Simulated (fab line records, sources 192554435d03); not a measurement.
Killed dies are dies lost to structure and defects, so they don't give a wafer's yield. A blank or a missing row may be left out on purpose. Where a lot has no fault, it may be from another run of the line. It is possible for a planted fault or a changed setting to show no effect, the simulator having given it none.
Split-lot experiment ; flow n5 finfet ; route with 1938 steps; 7 lots, 39 wafers read

## ABOUT THE SPLIT
At N5_HKMG_FIN_ETCH_35 (etches SOC in N2/H2, target depth 215.8 nm, time 243.4 s), the setting bias w was moved away from the recipe's 5 W on 18 of the 39 wafers read, by -13.3% to +17.1%. This setting was run at the recipe's value on the other wafers.

The reading comes from the split's own step.

## THE READING
rf vpp V, in V, at N5_HKMG_FIN_ETCH_35 (etches SOC in N2/H2, target depth 215.8 nm, time 243.4 s). Typical for fault-free wafers on this fab line: 141.6 V, with standard deviation 1.1 V.

wafer;tool, chamber at the split;bias w as run, W;against the recipe;rf vpp V, V;against lot-mates on the recipe
L078.1;rie diel-05, 3;5;recipe;140.6;-
L078.2;rie diel-05, 2;5;recipe;141.0;-
L078.5;rie diel-05, 0;5;recipe;141.6;-
L082.1;rie diel-05, 3;5;recipe;140.4;-
L082.2;rie diel-05, 0;5;recipe;141.2;-
L082.3;rie diel-05, 1;5.805;+16.1%;155.6;+15.0
L082.4;rie diel-05, 2;5.805;+16.1%;155.2;+14.6
L082.5;rie diel-05, 2;5.805;+16.1%;156.2;+15.6
L082.6;rie diel-05, 1;5;recipe;140.2;-
L083.1;rie diel-01, 3;4.678;-6.4%;135.2;-6.8
L083.2;rie diel-01, 0;4.678;-6.4%;134.5;-7.5
L083.3;rie diel-01, 1;4.678;-6.4%;135.8;-6.2
L083.4;rie diel-01, 0;5;recipe;142.3;-
L083.5;rie diel-01, 3;5;recipe;143.1;-
L083.6;rie diel-01, 1;5;recipe;140.6;-
L089.1;rie diel-05, 3;4.383;-12.3%;130.1;-11.5
L089.2;rie diel-05, 1;5;recipe;141.1;-
L089.3;rie diel-05, 0;4.383;-12.3%;128.8;-12.8
L089.4;rie diel-05, 2;5;recipe;141.6;-
L089.5;rie diel-05, 1;4.383;-12.3%;129.3;-12.3
L089.6;rie diel-05, 0;5;recipe;142.1;-
L092.1;rie diel-01, 3;5;recipe;142.8;-
L092.2;rie diel-01, 1;4.335;-13.3%;126.5;-16.7
L092.3;rie diel-01, 2;4.335;-13.3%;130.2;-13.0
L092.4;rie diel-01, 1;4.335;-13.3%;128.0;-15.2
L092.5;rie diel-01, 2;5;recipe;143.9;-
L092.6;rie diel-01, 3;5;recipe;143.0;-
L094.1;rie diel-05, 0;5;recipe;141.2;-
L094.2;rie diel-05, 2;5.532;+10.6%;152.0;+10.8
L094.3;rie diel-05, 1;5;recipe;141.6;-
L094.4;rie diel-05, 3;5;recipe;140.7;-
L094.5;rie diel-05, 3;5.532;+10.6%;150.9;+9.7
L094.6;rie diel-05, 2;5.532;+10.6%;151.1;+9.9
L095.1;rie diel-03, 2;5;recipe;141.8;-
L095.2;rie diel-03, 0;5.855;+17.1%;157.4;+16.3
L095.3;rie diel-03, 1;5.855;+17.1%;157.3;+16.2
L095.4;rie diel-03, 3;5;recipe;141.0;-
L095.5;rie diel-03, 3;5;recipe;140.5;-
L095.6;rie diel-03, 0;5.855;+17.1%;155.8;+14.7

FIT RESULTS
A straight line over all 39 wafers: rf vpp V changes by +0.931 V for each +1% of bias w; r = +0.99; the points scatter about the line by 0.99 V.
The same after taking each lot's own level away (the mean of its wafers on the recipe; 39 wafers): +0.983 V for each +1%; r = +0.99; scatter 0.91 V.
On that fit, the largest move of bias w shifts the reading by 17 V.
Across the lots, their own levels run from 140.60 to 143.23 V, a range of 2.4 times the standard deviation given above.
The two slopes are in agreement: the lot-to-lot level therefore moves the slope only a little.
Check: for one of the wafers moved furthest among these (+17.1%), held out of the fit, the line's prediction against its lot-mates is +16.5 V. It came out at +16.3 V against them.
Tool readings at the split's step, against how far the setting was moved: rf vpp V r = +0.99.

## OTHER SPLITS APPLIED TO THESE WAFERS
Other splits were also applied to these wafers ahead of the reading. Each is held against what the fit with the lots' levels taken away leaves over:
other split on the same wafers;wafers away from the commonest value;r with rf vpp V (lot level and that fit taken away)
N5_WELL_APT_EPI_41 time s;12;-0.10
N5_FIN_SAQP_SPACER1_ALD_24 ald cycles;18;-0.19
N5_STI_FIN_REVEAL_ETCHBACK_08 target depth a;12;+0.06

## THE WHOLE CHAIN: every reading that the file lists as answering this split, in the file's order
step;what it does;reading;change (the file's fit);r (the file's)
N5_HKMG_FIN_ETCH_35;etches SOC in N2/H2, target depth 215.8 nm, time 243.4 s;rf vpp V;+0.979 V for each +1% of the setting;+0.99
N5_HKMG_FIN_ETCH_35;etches SOC in N2/H2, target depth 215.8 nm, time 243.4 s;SOC_of_HKMG_FIN_COAT_29.thk nm (the simulator's own value, which no gauge read);-1.02 nm for each +1% of the setting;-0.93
N5_HKMG_FIN_ETCH_35;etches SOC in N2/H2, target depth 215.8 nm, time 243.4 s;etch.depth nm (the simulator's own value, which no gauge read);+1.04 nm for each +1% of the setting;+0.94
N5_HKMG_FIN_ETCH_35;etches SOC in N2/H2, target depth 215.8 nm, time 243.4 s;HKMG_FIN.feature depth nm (the simulator's own value, which no gauge read);+1.04 nm for each +1% of the setting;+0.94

## FILE'S OWN FIT
rf vpp V changes by +0.979 V for each +1% of bias w, r = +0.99.
